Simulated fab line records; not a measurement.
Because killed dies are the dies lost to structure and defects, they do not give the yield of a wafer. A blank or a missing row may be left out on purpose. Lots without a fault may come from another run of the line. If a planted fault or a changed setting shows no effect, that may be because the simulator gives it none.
fab line records | flow n5_finfet
[record] lots = 6 | wafers = 16 | last_day = 18
route steps=1938 shown START@1 ZERO_LAYER@2 BEOL_M4@1111 PASSIVATION@1936
lots that met no fault: taken from a fault-free run of the same line
start_h: hours from the record's opening day to when the first of the lot's shown wafers began | wait_h: time in hours since the lot's previous step | " as in the row above | L1.1+2: one row covering several wafers at once | - no value, or no start given | * or withheld: withheld | < > ~ a bound
route shown NAME@n: names a module that has steps shown in the file, with the first one's number in the route | usual: mean and standard deviation over wafers with no fault | same: alike in all rows | chamber/n: place in a boat | sites: the reading at each site | _std_site: standard deviation across them | _edge_site: inner sites' mean taken away from outer sites' mean | radius_mm: for every site, how far away it sits from the centre of the wafer | mask NAME#n: copy n | behind: the last tool/chamber to shape the wafer | hold: the reason the lot was held/the length of the hold in hours/how it ended | device: the transistor (n, p or np) that didn't switch | end of line: tests of these same wafers at the route's end | for a step that has no rows: nothing shown but its recipe | killed: at the first sort, the dies lost to defects and structure; wafer yield is something else | map: the dies of a wafer, with x for killed, . for not killed, _ for no die there
set.NAME: the run value of the setting; set.NAME@STEP: its run value at that earlier step | model.NAME: the simulator's own value behind a step, which no gauge read
lots at selected steps of the route; one table per step, one row per wafer
services: the hour from which a tool's chamber was out of use, counted from the record's first day as start_h (under 0 if before that day), plus the number of hours and why
[[steps]]
[step N5_START_INSPECT_01]
[recipe] inspect_instrument = unpatterned_scan | mode = incoming
[usual] raw_defect_count = 5.8/2.4
lot.wafer | tool              | chamber | start_h | wait_h | raw_defect_count
L396.3    | defect_inspect-02 | -       | 48.03   | -      | 7
L396.5    | "                 | -       | "       | "      | 14
L396.6    | "                 | -       | "       | "      | 9
L401.1    | defect_inspect-01 | -       | 78.03   | -      | 8
L401.2    | "                 | -       | "       | "      | 3
L401.5    | "                 | -       | "       | "      | 2
L402.1    | defect_inspect-01 | -       | 84.03   | -      | 8
L402.4    | "                 | -       | "       | "      | 5
L402.6    | "                 | -       | "       | "      | 12
L407.1    | defect_inspect-02 | -       | 114.03  | -      | 3
L407.3    | "                 | -       | "       | "      | 7
L408.1    | defect_inspect-02 | -       | 120.03  | -      | 6
L408.2    | "                 | -       | "       | "      | 4
L410.3    | defect_inspect-01 | -       | 132.03  | -      | 11
L410.4    | "                 | -       | "       | "      | 6
L410.5    | "                 | -       | "       | "      | 9
[step N5_ZERO_LAYER_PRECLEAN_00]
[recipe] chemistry = SPM | time_s = 600 | temp_c = 120 | mix = 4:1
[step N5_ZERO_LAYER_SRD_01]
[recipe] time_s = 30 | temp_c = 23 | rinse_liquid = diw | dry = n2_spin | spin_rpm = 1500 | dry_time_s = 30
[step N5_ZERO_LAYER_PECVD_02]
[recipe] material = SiO2 | target_thk_a = 100 | temp_c = 400 | precursor = SiH4/N2O | pressure_torr = 0.75 | rf_w = 275 | time_s = 6
[usual] heater_power_w = 854/120 | showerhead_plenum_p_Torr = 8.06/0.1
lot.wafer | tool     | chamber | start_h | wait_h | heater_power_w | showerhead_plenum_p_Torr
L396.3    | pecvd-01 | 2       | 48.28   | 0.0    | 885            | 8.27
L396.5    | "        | 2       | "       | "      | 881            | 8.26
L396.6    | "        | 0       | "       | "      | 938            | 7.96
L401.1    | pecvd-01 | 2       | 78.47   | 0.0    | 913            | 8.26
L401.2    | "        | 1       | "       | "      | 763            | 8.05
L401.5    | "        | 1       | "       | "      | 787            | 8.05
L402.1    | pecvd-01 | 2       | 84.28   | 0.0    | 877            | 8.26
L402.4    | "        | 1       | "       | "      | 838            | 8.06
L402.6    | "        | 2       | "       | "      | 893            | 8.24
L407.1    | pecvd-04 | 2       | 114.28  | 0.0    | 1107           | 7.92
L407.3    | "        | 0       | "       | "      | 671            | 8.13
L408.1    | pecvd-04 | 0       | 120.29  | 0.0    | 763            | 8.11
L408.2    | "        | 1       | "       | "      | 706            | 8.06
L410.3    | pecvd-01 | 2       | 132.28  | 0.0    | 775            | 8.26
L410.4    | "        | 2       | "       | "      | 775            | 8.26
L410.5    | "        | 0       | "       | "      | 965            | 7.97
[step N5_ZERO_LAYER_HMDS_04]
[recipe] time_s = 60 | temp_c = 120
[step N5_ZERO_LAYER_COAT_05]
[recipe] spin_rpm = 1500 | resist_thk_nm = 1000
[step N5_ZERO_LAYER_EBR_07]
[recipe] solvent = PGMEA | ebr_width_mm = 1.5
[step N5_ZERO_LAYER_SOFTBAKE_06]
[recipe] temp_c = 100 | time_s = 90
[step N5_ZERO_LAYER_EXPOSE_08]
[recipe] mask_id = ZERO | na = 0.55 | source_shape = conventional | sigma_outer = 0.8 | polarization = unpolarized | defocus_nm = 0 | target_cd_nm = 2000 | dose_mj = 16.2
lot.wafer  | tool           | chamber | start_h | wait_h | mask
L396.3+5+6 | krf_scanner-01 | 0       | 48.48   | -      | ZERO#0
L401.1+2+5 | krf_scanner-02 | 0       | 78.78   | -      | ZERO#0
L402.1+4+6 | krf_scanner-02 | 0       | 84.46   | -      | ZERO#0
L407.1+3   | krf_scanner-01 | 0       | 114.59  | -      | ZERO#0
L408.1+2   | krf_scanner-01 | 0       | 120.47  | -      | ZERO#0
L410.3+4+5 | krf_scanner-02 | 0       | 132.48  | -      | ZERO#0
[step N5_ZERO_LAYER_PEB_09]
[recipe] peb_temp_c = withheld | peb_time_s = *
[step N5_ZERO_LAYER_DEVELOP_10]
[recipe] develop_time_s = 60 | rinse_liquid = diw | dry = air_spin | dev_temp_c = 21
[step N5_ZERO_LAYER_HARDBAKE_23]
[recipe] temp_c = 130 | time_s = 120
[step N5_ZERO_LAYER_CD_MEAS_11]
[recipe] target_cd_nm = 2000 | landing_energy_ev = 500 | detector = se_inlens
[usual] cd_nm = 1998.6/2.8
lot.wafer | tool      | chamber | start_h | wait_h | cd_nm
L396.3    | cd_sem-01 | 0       | 48.65   | -      | 2000.6
L396.5    | "         | 0       | "       | "      | 1996.2
L396.6    | "         | 0       | "       | "      | 1998.3
L401.1    | cd_sem-03 | 0       | 78.95   | -      | 1999.3
L401.2    | "         | 0       | "       | "      | 1999.5
L401.5    | "         | 0       | "       | "      | 2006.0
L402.1    | cd_sem-02 | 0       | 84.64   | -      | 1996.1
L402.4    | "         | 0       | "       | "      | 1996.6
L402.6    | "         | 0       | "       | "      | 1995.7
L407.1    | cd_sem-02 | 0       | 114.77  | -      | 1998.1
L407.3    | "         | 0       | "       | "      | 2017.3
L408.1    | cd_sem-01 | 0       | 120.65  | -      | 2000.8
L408.2    | "         | 0       | "       | "      | 2015.4
L410.3    | cd_sem-01 | 0       | 132.65  | -      | 1995.5
L410.4    | "         | 0       | "       | "      | 1994.7
L410.5    | "         | 0       | "       | "      | 1994.0
[step N5_ZERO_LAYER_DESCUM_16]
[recipe] chemistry = O2 | time_s = 7.9 | source_power_w = 50 | bias_power_w = 20 | pressure_mtorr = 20 | rf_frequency_hz = 2.712e+07 | temp_c = 40 | o2_flow_sccm = 225
[usual] drypump_motor_current_A = 5.5/0.46 | oes_product_au = 0.76/0.073 | rf_vpp_V = 243.5/1.5 | showerhead_plenum_p_Torr = 2.11/0.07 | throttle_valve_pct = 20.32/0.19
lot.wafer | tool        | chamber | start_h | wait_h | drypump_motor_current_A | oes_product_au | rf_hours_counter_h | rf_vpp_V | showerhead_plenum_p_Torr | throttle_valve_pct | model.ZERO_LAYER.cd_nm
L396.3    | rie_diel-05 | 3       | 48.68   | 0.0    | 5.0                     | 0.73           | 188                | 245.1    | 2.16                     | 20.33              | 2001
L396.5    | "           | 3       | "       | "      | 4.9                     | 0.72           | -                  | 243.0    | 2.16                     | 20.35              | 1997
L396.6    | "           | 0       | "       | "      | 5.6                     | 0.73           | -                  | 242.7    | 2.09                     | 20.70              | 1998
L401.1    | rie_diel-03 | 3       | 78.99   | 0.0    | 5.2                     | 0.88           | 28                 | 243.5    | 2.12                     | 20.08              | 2000
L401.2    | "           | 0       | "       | "      | 5.1                     | 0.74           | 173                | 244.6    | 2.16                     | 20.36              | 2000
L401.5    | "           | 0       | "       | "      | 5.1                     | 0.74           | -                  | 244.3    | 2.16                     | 20.36              | 2006
L402.1    | rie_diel-05 | 0       | 84.68   | 0.0    | 5.5                     | 0.73           | 222                | 241.8    | 2.09                     | 20.71              | 1996
L402.4    | "           | 1       | "       | "      | 5.4                     | 0.92           | 22                 | 245.6    | 2.22                     | 20.02              | 1996
L402.6    | "           | 1       | "       | "      | 5.4                     | 0.91           | -                  | 243.6    | 2.22                     | 20.02              | 1996
L407.1    | rie_diel-02 | 3       | 114.80  | 0.0    | 6.0                     | 0.74           | 167                | 242.8    | 2.00                     | 20.35              | 1998
L407.3    | "           | 2       | "       | "      | 5.6                     | 0.75           | 162                | 243.1    | 2.19                     | 20.25              | 2017
L408.1    | rie_diel-03 | 1       | 120.69  | 0.0    | 6.4                     | 0.69           | 241                | 244.0    | 2.06                     | 20.23              | 2000
L408.2    | "           | 2       | "       | "      | 5.6                     | 0.69           | 216                | 244.2    | 2.14                     | 20.20              | 2015
L410.3    | rie_diel-03 | 0       | 132.68  | 0.0    | 5.1                     | 0.72           | 183                | 245.4    | 2.16                     | 20.37              | 1996
L410.4    | "           | 2       | "       | "      | 5.6                     | 0.69           | 219                | 244.1    | 2.14                     | 20.20              | 1995
L410.5    | "           | 2       | "       | "      | 5.6                     | 0.68           | -                  | 243.7    | 2.14                     | 20.20              | 1994
[step N5_ZERO_LAYER_ETCH_17]
[recipe] chemistry = CF4 | target = SiO2 | target_depth_a = 120 | time_s = 13.3 | ion_energy_ev = 350 | pressure_mtorr = 40 | source_w = 450 | bias_w = 215 | Ar_flow_sccm = 100 | cf4_flow_sccm = 100
[usual] drypump_motor_current_A = 5.5/0.47 | oes_product_au = 0.75/0.076 | rf_vpp_V = 950/4.7 | showerhead_plenum_p_Torr = 2.16/0.068 | throttle_valve_pct = 15.59/0.17
lot.wafer | tool        | chamber | start_h | wait_h | drypump_motor_current_A | oes_product_au | rf_hours_counter_h | rf_vpp_V | showerhead_plenum_p_Torr | throttle_valve_pct
L396.3    | rie_diel-05 | 3       | 48.72   | 0.0    | 4.9                     | 0.71           | 188                | 953      | 2.21                     | 15.61
L396.5    | "           | 3       | "       | "      | 4.9                     | 0.71           | -                  | 953      | 2.21                     | 15.61
L396.6    | "           | 0       | "       | "      | 5.6                     | 0.73           | -                  | 948      | 2.11                     | 15.87
L401.1    | rie_diel-03 | 3       | 79.03   | 0.0    | 5.1                     | 0.89           | 28                 | 952      | 2.19                     | 15.37
L401.2    | "           | 0       | "       | "      | 5.1                     | 0.75           | 173                | 953      | 2.21                     | 15.64
L401.5    | "           | 0       | "       | "      | 5.1                     | 0.75           | -                  | 954      | 2.21                     | 15.64
L402.1    | rie_diel-05 | 0       | 84.71   | 0.0    | 5.6                     | 0.72           | 222                | 947      | 2.11                     | 15.87
L402.4    | "           | 1       | "       | "      | 5.4                     | 0.92           | 22                 | 956      | 2.28                     | 15.36
L402.6    | "           | 1       | "       | "      | 5.4                     | 0.93           | -                  | 957      | 2.28                     | 15.32
L407.1    | rie_diel-02 | 3       | 114.84  | 0.0    | 6.0                     | 0.75           | 167                | 943      | 2.07                     | 15.76
L407.3    | "           | 2       | "       | "      | 5.6                     | 0.74           | 162                | 953      | 2.21                     | 15.43
L408.1    | rie_diel-03 | 1       | 120.73  | 0.0    | 6.3                     | 0.70           | 241                | 948      | 2.11                     | 15.57
L408.2    | "           | 2       | "       | "      | 5.6                     | 0.68           | 216                | 952      | 2.19                     | 15.53
L410.3    | rie_diel-03 | 0       | 132.72  | 0.0    | 5.1                     | 0.73           | 183                | 953      | 2.21                     | 15.65
L410.4    | "           | 2       | "       | "      | 5.6                     | 0.66           | 219                | 952      | 2.18                     | 15.54
L410.5    | "           | 2       | "       | "      | 5.7                     | 0.67           | -                  | 954      | 2.19                     | 15.55
[step N5_ZERO_LAYER_ETCH_18]
[recipe] chemistry = HBr/Cl2 | target = Si | target_depth_a = 1200 | time_s = 40 | pressure_mtorr = 10 | icp_w = 800 | bias_w = 75 | HBr_flow_sccm = 150 | Cl2_flow_sccm = 80
[usual] drypump_motor_current_A = 5.6/0.42 | oes_product_au = 1.007/0.021 | throttle_valve_pct = 36.2/0.33
lot.wafer | tool      | chamber | start_h | wait_h | drypump_motor_current_A | oes_product_au | rf_hours_counter_h | throttle_valve_pct | model.ZERO_LAYER.cd_nm
L396.3    | rie_si-01 | 1       | 48.79   | 0.0    | 5.8                     | 1.009          | 14                 | 36.5               | 2001
L396.5    | "         | 0       | "       | "      | 6.1                     | 0.962          | -                  | 36.4               | 1997
L396.6    | "         | 1       | "       | "      | 5.8                     | 1.006          | -                  | 36.5               | 1998
L401.1    | rie_si-05 | 0       | 79.10   | 0.0    | 5.8                     | 1.011          | 91                 | 35.9               | 2000
L401.2    | "         | 1       | "       | "      | 5.0                     | 1.014          | 61                 | 36.4               | 1999
L401.5    | "         | 3       | "       | "      | 5.9                     | 0.990          | -                  | 36.5               | 2006
L402.1    | rie_si-02 | 2       | 84.79   | 0.0    | 6.1                     | 1.031          | 82                 | 35.5               | 1996
L402.4    | "         | 1       | "       | "      | 5.4                     | 1.028          | 28                 | 36.1               | 1997
L402.6    | "         | 3       | "       | "      | 5.4                     | 1.004          | -                  | 36.5               | 1996
L407.1    | rie_si-01 | 2       | 114.91  | 0.0    | 4.8                     | 1.022          | 43                 | 36.1               | 1998
L407.3    | "         | 0       | "       | "      | 6.1                     | 0.966          | 8                  | 36.4               | 2017
L408.1    | rie_si-01 | 0       | 120.80  | 0.0    | 6.0                     | 0.954          | 8                  | 36.4               | 2000
L408.2    | "         | 3       | "       | "      | 5.5                     | 1.020          | 88                 | 35.8               | 2015
L410.3    | rie_si-02 | 3       | 132.79  | 0.0    | 5.4                     | 0.994          | 65                 | 36.5               | 1995
L410.4    | "         | 0       | "       | "      | 5.7                     | 1.003          | 57                 | 36.6               | 1995
L410.5    | "         | 0       | "       | "      | 5.8                     | 1.004          | -                  | 36.6               | 1994
[step N5_ZERO_LAYER_STRIP_24]
[recipe] chemistry = O2 | power_w = 1000 | temp_c = 250 | overash_fraction = 0.3 | pressure_mtorr = 1000 | o2_flow_sccm = 6750
[usual] drypump_motor_current_A = 5.8/0.47 | heater_power_w = 343/20 | oes_product_au = 0.647/0.0042 | strip_time_to_endpoint_s = 43.87/0.077
lot.wafer | tool            | chamber | start_h | wait_h | drypump_motor_current_A | heater_power_w | oes_product_au | rf_hours_counter_h | strip_time_to_endpoint_s
L396.3    | plasma_asher-02 | 0       | 48.91   | 0.1    | 5.2                     | 368            | 0.648          | -                  | 43.82
L396.5    | "               | 1       | "       | "      | 5.9                     | 321            | 0.650          | -                  | 43.77
L396.6    | "               | 0       | "       | "      | 5.2                     | 372            | 0.648          | -                  | 43.82
L401.1    | plasma_asher-01 | 1       | 79.20   | 0.1    | 6.4                     | 358            | 0.648          | 85                 | 43.93
L401.2    | "               | 0       | "       | "      | 5.5                     | 313            | 0.649          | 85                 | 43.93
L401.5    | "               | 0       | "       | "      | 5.6                     | 319            | 0.654          | -                  | 43.88
L402.1    | plasma_asher-02 | 1       | 84.89   | 0.1    | 5.9                     | 325            | 0.651          | 41                 | 43.87
L402.4    | "               | 0       | "       | "      | 5.2                     | 358            | 0.645          | -                  | 43.86
L402.6    | "               | 0       | "       | "      | 5.2                     | 361            | 0.643          | -                  | 43.85
L407.1    | plasma_asher-01 | 1       | 115.02  | 0.1    | 6.5                     | 363            | 0.649          | 96                 | 43.87
L407.3    | "               | 1       | "       | "      | 6.4                     | 364            | 0.655          | -                  | 43.94
L408.1    | plasma_asher-01 | 1       | 120.90  | 0.1    | 6.5                     | 361            | 0.647          | 97                 | 43.80
L408.2    | "               | 0       | "       | "      | 5.6                     | 319            | 0.645          | 97                 | 43.85
L410.3    | plasma_asher-01 | 0       | 132.91  | 0.1    | 5.6                     | 321            | 0.643          | -                  | 43.81
L410.4    | "               | 1       | "       | "      | 6.5                     | 364            | 0.639          | -                  | 43.79
L410.5    | "               | 1       | "       | "      | 6.5                     | 359            | 0.644          | -                  | 43.80
[step N5_BEOL_M4_RC_MEAS_101]
[usual] DIBL_N = 36.0/1.9 | DIBL_P = 35.6/2.2 | IOFF_N = 0.15/0.031 | IOFF_P = 0.19/0.032 | ION_N = 668/11 | ION_P = 455/7.2 | SS_N = 71.5/0.65 | SS_P = 73.4/0.64 | VT_N = 251/3.6 | VT_P = -253/3.3
lot.wafer | tool      | chamber | start_h | wait_h | DIBL_N[mV/V] | DIBL_P[mV/V] | IOFF_N[nA/um] | IOFF_P[nA/um] | ION_N[uA/um] | ION_P[uA/um] | SS_N[mV/dec] | SS_P[mV/dec] | VT_N[mV] | VT_P[mV]
L396.3    | prober-01 | 0       | 241.53  | 0.3    | 37.3         | 38.6         | 0.19          | 0.22          | 679          | 465          | 72.7         | 73.5         | 245      | -250
L396.5    | "         | 0       | "       | "      | 36.6         | 38.7         | 0.17          | 0.22          | 670          | 462          | 71.8         | 73.1         | 251      | -251
L396.6    | "         | 0       | "       | "      | 39.4         | 41.2         | 0.22          | 0.26          | 690          | 468          | 72.8         | 74.9         | 245      | -248
L401.1    | prober-02 | 0       | 292.04  | 0.0    | 35.0         | 32.8         | 0.13          | 0.16          | 653          | 449          | 71.0         | 73.1         | 254      | -253
L401.2    | "         | 0       | "       | "      | 36.5         | 34.8         | 0.16          | 0.19          | 683          | 461          | 71.6         | 74.3         | 249      | -251
L401.5    | "         | 0       | "       | "      | 33.8         | 31.3         | 0.12          | 0.15          | 658          | 451          | 69.9         | 72.9         | 251      | -254
L402.1    | prober-01 | 0       | 295.21  | 0.0    | 35.4         | 33.1         | 0.12          | 0.16          | 665          | 460          | 71.2         | 73.1         | 253      | -253
L402.4    | "         | 0       | "       | "      | 39.6         | 37.9         | 0.19          | 0.23          | 675          | 458          | 72.4         | 74.5         | 248      | -250
L402.6    | "         | 0       | "       | "      | 34.6         | 32.3         | 0.11          | 0.15          | 647          | 444          | 71.0         | 72.8         | 258      | -255
L408.1    | prober-02 | 0       | 313.66  | 0.0    | 39.0         | 37.8         | 0.18          | 0.21          | 668          | 457          | 71.8         | 74.2         | 249      | -252
L408.2    | "         | 0       | "       | "      | 36.6         | 35.2         | 0.15          | 0.18          | 674          | 453          | 70.4         | 73.2         | 252      | -253
L407.1    | prober-01 | 0       | 322.67  | 0.0    | 37.3         | 35.0         | 0.15          | 0.18          | 665          | 452          | 71.6         | 73.7         | 250      | -254
L407.3    | "         | 0       | "       | "      | 39.6         | 37.6         | 0.20          | 0.22          | 682          | 458          | 71.9         | 73.6         | 245      | -251
L410.3    | prober-02 | 0       | 322.74  | 0.3    | 36.7         | 36.8         | 0.16          | 0.21          | 679          | 462          | 71.7         | 74.5         | 253      | -251
L410.4    | "         | 0       | "       | "      | 34.6         | 34.9         | 0.14          | 0.19          | 672          | 459          | 71.3         | 73.6         | 250      | -251
L410.5    | "         | 0       | "       | "      | 35.8         | 36.5         | 0.16          | 0.21          | 668          | 459          | 72.2         | 73.2         | 254      | -250
[step N5_PASSIVATION_PROBE_49]
[usual] defect_limited_yield = 91.3/1.4 | killed_at_M0_to_M3 = 34/10 | killed_at_M4_up = 14/5.5 | killed_at_contacts = 12/6 | killed_at_front_end = 40/10 | killed_at_other = 3.0/2.4 | killed_dies = 103/17 | killed_open = 68/13 | killed_short = 34/7.8 | sort_bin_5_function = 5.1/0.97 | sort_bin_6_memory = 3.3/0.66 | sort_n_pass = 1077/17 | sort_yield_pct = 91.2/1.4
[same] gross_dies = 1180 | killed_at_back_side = 0 | sort_bin_4_leakage[%] = 0 | sort_bin_8_speed[%] = 0
lot.wafer | tool      | chamber | start_h | wait_h | defect_limited_yield[%] | killed_at_M0_to_M3 | killed_at_M4_up | killed_at_contacts | killed_at_front_end | killed_at_other | killed_dies | killed_open | killed_short | sort_bin_5_function[%] | sort_bin_6_memory[%] | sort_n_pass | sort_yield_pct[%]
L396.3    | prober-02 | -       | 347.68  | 0.1    | 93.1                    | 28                 | 15              | 7                  | 30                  | 1               | 81          | 54          | 27           | 4.1                    | 2.5                  | 1099        | 93.1
L396.5    | prober-02 | -       | 347.78  | 0.2    | 90.6                    | 28                 | 12              | 7                  | 62                  | 2               | 111         | 65          | 42           | 6.4                    | 2.6                  | 1069        | 90.6
L396.6    | prober-02 | -       | 347.83  | 0.3    | 91.4                    | 31                 | 15              | 10                 | 46                  | 0               | 102         | 69          | 32           | 5.6                    | 2.7                  | 1078        | 91.4
L401.1    | prober-01 | -       | 399.57  | 0.0    | 91.4                    | 30                 | 14              | 20                 | 37                  | 0               | 101         | 64          | 36           | 4.7                    | 3.7                  | 1079        | 91.4
L401.2    | prober-01 | -       | 399.62  | 0.1    | 90.4                    | 32                 | 17              | 14                 | 49                  | 1               | 113         | 78          | 34           | 5.0                    | 4.2                  | 1067        | 90.4
L401.5    | prober-01 | -       | 399.77  | 0.2    | 92.4                    | 17                 | 14              | 20                 | 37                  | 2               | 90          | 56          | 32           | 4.8                    | 2.6                  | 1090        | 92.4
L402.1    | prober-02 | -       | 404.41  | 0.0    | 92.4                    | 29                 | 9               | 3                  | 45                  | 4               | 90          | 61          | 28           | 4.8                    | 2.7                  | 1090        | 92.4
L402.4    | prober-02 | -       | 404.56  | 0.2    | 92.4                    | 32                 | 13              | 11                 | 32                  | 2               | 90          | 57          | 31           | 4.2                    | 3.3                  | 1090        | 92.4
L402.6    | prober-02 | -       | 404.66  | 0.3    | 93.3                    | 25                 | 12              | 5                  | 34                  | 3               | 79          | 46          | 33           | 3.8                    | 2.5                  | 1101        | 93.3
L408.1    | prober-01 | -       | 422.07  | 0.0    | 90.5                    | 36                 | 12              | 11                 | 53                  | 0               | 112         | 81          | 31           | 5.2                    | 4.2                  | 1068        | 90.5
L408.2    | prober-01 | -       | 422.12  | 0.1    | 88.3                    | 58                 | 11              | 21                 | 47                  | 1               | 138         | 85          | 50           | 6.2                    | 5.2                  | 1042        | 88.3
L410.3    | prober-02 | -       | 424.53  | 0.1    | 90.8                    | 33                 | 23              | 13                 | 37                  | 3               | 109         | 77          | 32           | 4.8                    | 4.2                  | 1071        | 90.8
L410.4    | prober-02 | -       | 424.58  | 0.2    | 88.6                    | 54                 | 13              | 12                 | 54                  | 2               | 135         | 85          | 43           | 7.3                    | 3.2                  | 1045        | 88.6
L410.5    | prober-02 | -       | 424.63  | 0.2    | 91.1                    | 34                 | 20              | 4                  | 44                  | 3               | 105         | 76          | 29           | 5.2                    | 3.5                  | 1075        | 91.1
// killed by level:class
L396.3 BEOL_M2:geometric_particle:open=11 MOL_CONTACT_COAG:geometric_particle:open=6 DUMMY_GATE:geometric_particle:open=6 BEOL_M0_SAQP:geometric_particle:open=6 FIN_SAQP:geometric_particle:short=5 BEOL_M4:geometric_particle:open=5 STARTING-WAFER:geometric_particle:short=4 BEOL_M3:geometric_particle:open=4
L396.5 STI_FIN_REVEAL:geometric_particle:open=23 BEOL_M0_SAQP:geometric_particle:short=10 FIN_SAQP:geometric_particle:short=7 GATE_CUT:geometric_particle:short=6 MOL_CONTACT_COAG:geometric_particle:open=6 BEOL_M1:geometric_particle:open=6 BEOL_M4:geometric_particle:open=6 STI_FIN_REVEAL:geometric_particle:short=5
L396.6 STI_FIN_REVEAL:geometric_particle:open=11 BEOL_M0_SAQP:geometric_particle:short=9 DUMMY_GATE:geometric_particle:open=8 MOL_CONTACT_COAG:geometric_particle:open=8 BEOL_M0_SAQP:geometric_particle:open=7 BEOL_M1:geometric_particle:open=6 BEOL_M4:geometric_particle:open=6 STARTING-WAFER:geometric_particle:open=6
L401.1 MOL_CONTACT_COAG:geometric_particle:open=16 STI_FIN_REVEAL:geometric_particle:open=10 BEOL_M0_SAQP:geometric_particle:short=8 FIN_SAQP:geometric_particle:short=7 BEOL_M1:geometric_particle:open=6 DUMMY_GATE:geometric_particle:open=5 BEOL_M0_SAQP:geometric_particle:open=5 BEOL_M3:geometric_particle:open=4
L401.2 STI_FIN_REVEAL:geometric_particle:open=14 FIN_SAQP:geometric_particle:open=12 MOL_CONTACT_COAG:geometric_particle:open=11 FIN_SAQP:geometric_particle:short=7 BEOL_M1:geometric_particle:open=7 BEOL_M0_SAQP:geometric_particle:short=6 BEOL_M4:geometric_particle:open=6 BEOL_M3:geometric_particle:short=5
L401.5 STI_FIN_REVEAL:geometric_particle:open=14 MOL_CONTACT_COAG:geometric_particle:open=14 FIN_SAQP:geometric_particle:short=6 MOL_CONTACT_COAG:geometric_particle:short=6 BEOL_M3:geometric_particle:open=6 STI_FIN_REVEAL:geometric_particle:short=4 BEOL_M0_SAQP:geometric_particle:short=4 BEOL_M3:geometric_particle:short=4
L402.1 STI_FIN_REVEAL:geometric_particle:open=11 BEOL_M3:geometric_particle:open=9 FIN_SAQP:geometric_particle:short=7 FIN_SAQP:geometric_particle:open=7 BEOL_M0_SAQP:geometric_particle:open=7 STI_FIN_REVEAL:geometric_particle:short=6 BEOL_M0_SAQP:geometric_particle:short=6 DUMMY_GATE:geometric_particle:open=4
L402.4 MOL_CONTACT_COAG:geometric_particle:open=9 BEOL_M4:geometric_particle:open=9 STI_FIN_REVEAL:geometric_particle:open=8 FIN_SAQP:geometric_particle:short=7 BEOL_M1:geometric_particle:open=7 BEOL_M0_SAQP:geometric_particle:short=6 BEOL_M3:geometric_particle:open=6 FIN_SAQP:geometric_particle:open=3
L402.6 BEOL_M0_SAQP:geometric_particle:short=11 DUMMY_GATE:geometric_particle:open=7 BEOL_M4:geometric_particle:open=6 BEOL_M0_SAQP:geometric_particle:open=5 STARTING-WAFER:geometric_particle:short=5 GATE_CUT:geometric_particle:open=4 GATE_CUT:geometric_particle:short=4 MOL_CONTACT_COAG:geometric_particle:open=4
L408.1 STI_FIN_REVEAL:geometric_particle:open=11 BEOL_M3:geometric_particle:open=11 FIN_SAQP:geometric_particle:open=10 MOL_CONTACT_COAG:geometric_particle:open=10 BEOL_M0_SAQP:geometric_particle:short=7 DUMMY_GATE:geometric_particle:open=6 STARTING-WAFER:geometric_particle:open=6 BEOL_M0_SAQP:geometric_particle:open=6
L408.2 BEOL_M0_SAQP:geometric_particle:short=18 MOL_CONTACT_COAG:geometric_particle:open=17 FIN_SAQP:geometric_particle:open=14 BEOL_M3:geometric_particle:open=14 BEOL_M0_SAQP:geometric_particle:open=12 BEOL_M4:geometric_particle:open=7 DUMMY_GATE:geometric_particle:open=7 FIN_SAQP:geometric_particle:short=4
L410.3 BEOL_M4:geometric_particle:open=16 MOL_CONTACT_COAG:geometric_particle:open=11 FIN_SAQP:geometric_particle:short=9 BEOL_M1:geometric_particle:open=8 STI_FIN_REVEAL:geometric_particle:open=7 BEOL_M2:geometric_particle:open=7 FIN_SAQP:geometric_particle:open=6 STI_FIN_REVEAL:geometric_particle:short=5
L410.4 BEOL_M0_SAQP:geometric_particle:short=17 STI_FIN_REVEAL:geometric_particle:open=12 MOL_CONTACT_COAG:geometric_particle:open=12 FIN_SAQP:geometric_particle:short=10 FIN_SAQP:geometric_particle:open=10 BEOL_M0_SAQP:geometric_particle:open=9 BEOL_M2:geometric_particle:open=9 BEOL_M0:geometric_particle:open=7
L410.5 FIN_SAQP:geometric_particle:open=15 BEOL_M1:geometric_particle:open=11 STI_FIN_REVEAL:geometric_particle:open=10 BEOL_M3:geometric_particle:open=8 BEOL_M5:geometric_particle:open=8 FIN_SAQP:geometric_particle:short=7 BEOL_M4:geometric_particle:open=7 BEOL_M1:geometric_particle:short=5
[[services]]
tool            | chamber | start_h | hours | kind
pecvd-01        | -       | 29.76   | 2.8   | pm
plasma_asher-01 | -       | 30.49   | 5.8   | repair
rie_si-05       | 0       | 45.20   | 6.5   | repair
rie_diel-05     | 3       | 52.46   | 7.1   | repair
krf_scanner-02  | -       | 57.87   | 0.8   | pm
krf_scanner-01  | -       | 59.19   | 0.8   | pm
rie_diel-05     | -       | 66.04   | 5.2   | repair
pecvd-04        | 0       | 66.56   | 5.5   | scheduled_down
krf_scanner-02  | 0       | 69.11   | -     | calibration
krf_scanner-02  | -       | 75.03   | 1.0   | pm
krf_scanner-02  | -       | 81.65   | 0.3   | repair
pecvd-04        | 1       | 81.71   | 5.5   | scheduled_down
plasma_asher-02 | -       | 85.02   | 28.1  | pm
krf_scanner-01  | 0       | 97.43   | -     | calibration
krf_scanner-02  | -       | 99.38   | 0.2   | repair
krf_scanner-01  | -       | 100.31  | 0.1   | repair
pecvd-04        | 1       | 103.45  | 2.1   | scheduled_down
rie_diel-03     | -       | 107.77  | 2.8   | pm
krf_scanner-02  | -       | 114.22  | 3.1   | repair
krf_scanner-01  | -       | 123.31  | 0.8   | pm
rie_diel-02     | 1       | 125.47  | 2.9   | repair
[[key]]
[first_sign] step = N5_ZERO_LAYER_CD_MEAS_11 | reading = cd_nm | direction = up | sigmas = 6.3 | usual = 1998.6 | struck = 2016.3
effect none on later readings
[model_effect] step = N5_ZERO_LAYER_DESCUM_16 | value = ZERO_LAYER.cd_nm | without = 2004 | struck = 2016
[model_effect] step = N5_ZERO_LAYER_ETCH_18 | value = ZERO_LAYER.cd_nm | without = 2004 | struck = 2016
met_at N5_ZERO_LAYER_EXPOSE_08
struck_wafers L407.3,L408.2
onset_between 48.48 114.59
[fault] kind = process_parameter_drift | tool = krf_scanner-01 | chamber = - | onset_h = 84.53 | steps = N5_ZERO_LAYER_EXPOSE_08 | channel = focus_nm | offset = 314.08 | shape = step | end_h = 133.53 | scope = struck_wafers_only
